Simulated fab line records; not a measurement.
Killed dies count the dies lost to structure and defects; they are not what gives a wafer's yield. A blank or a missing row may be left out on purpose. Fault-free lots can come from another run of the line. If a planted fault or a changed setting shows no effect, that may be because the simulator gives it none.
Chamber matching | flow n5-finfet | N5_BEOL_M5_ETCH_67 on rie-diel-03: 4 sister chambers
The step etches SiARC in CF4, target depth 15.6 nm, time 26 s. 16 wafers are shown with their chamber, then 8 later ones without.

WAFERS WITH THEIR CHAMBER
wafer  | chamber | drypump-motor-current-A (A) | showerhead-plenum-p-Torr (Torr) | oes-product-au (a.u.)
L076.1 | 1       | 6.0                         | 2.14                            | 0.62
L076.4 | 0       | 4.9                         | 2.04                            | 0.65
L076.6 | 2       | 6.1                         | 2.20                            | 0.59
L075.2 | 3       | 6.3                         | 2.11                            | 0.82
L075.4 | 1       | 6.0                         | 2.14                            | 0.62
L075.6 | 2       | 6.1                         | 2.20                            | 0.60
L078.2 | 2       | 6.1                         | 2.20                            | 0.60
L078.4 | 3       | 6.3                         | 2.11                            | 0.81
L078.6 | 1       | 6.0                         | 2.14                            | 0.61
L079.2 | 0       | 4.9                         | 2.04                            | 0.64
L079.3 | 3       | 6.3                         | 2.11                            | 0.79
L079.5 | 0       | 4.9                         | 2.04                            | 0.64
L085.2 | 2       | 6.1                         | 2.20                            | 0.81
L085.5 | 0       | 4.9                         | 2.04                            | 0.63
L085.6 | 1       | 6.1                         | 2.13                            | 0.60
L091.2 | 0       | 4.9                         | 2.03                            | 0.62

SIGNATURES (averages over the wafers above)
reading                  | chamber 0 | chamber 1 | chamber 2 | chamber 3 | scatter within a chamber
drypump-motor-current-A  | 4.900     | 6.025     | 6.100     | 6.300     | 0.025
showerhead-plenum-p-Torr | 2.0380    | 2.1375    | 2.2000    | 2.1100    | 0.00359
oes-product-au           | 0.6360    | 0.6125    | 0.6500    | 0.8067    | 0.0544
Rule: distance of a wafer from a chamber = root of the sum over the readings of ((wafer's reading minus chamber's mean) / reading's scatter) squared. If the next closest chamber is less than 2 further off than the closest, the wafer can't be placed; otherwise it belongs to the closest. How the scatter is found: for the shown wafers, subtract from each reading the mean of its chamber, square and add these, divide the total by (wafers less chambers), then take the root.

WAFERS WITHOUT THEIR CHAMBER
wafer  | drypump-motor-current-A (A) | showerhead-plenum-p-Torr (Torr) | oes-product-au (a.u.)
L091.5 | 4.9                         | 2.04                            | 0.62
L091.6 | 6.3                         | 2.10                            | 0.76
L095.2 | 6.1                         | 2.19                            | 0.78
L095.5 | 4.9                         | 2.03                            | 0.62
L095.6 | 6.0                         | 2.13                            | 0.59
L094.3 | 6.0                         | 2.13                            | 0.59
L094.5 | 6.1                         | 2.19                            | 0.78
L094.6 | 6.1                         | 2.13                            | 0.59

CHAMBER TAKEN BY EACH
wafer  | from the rows above | in truth
L091.5 | 0                   | 0
L091.6 | 3                   | 3
L095.2 | 2                   | 2
L095.5 | 0                   | 0
L095.6 | 1                   | 1
L094.3 | 1                   | 1
L094.5 | 2                   | 2
L094.6 | 1                   | 1
Correctly placed: 8 of 8. Can't be placed from these rows: 0. Wrongly placed: 0.
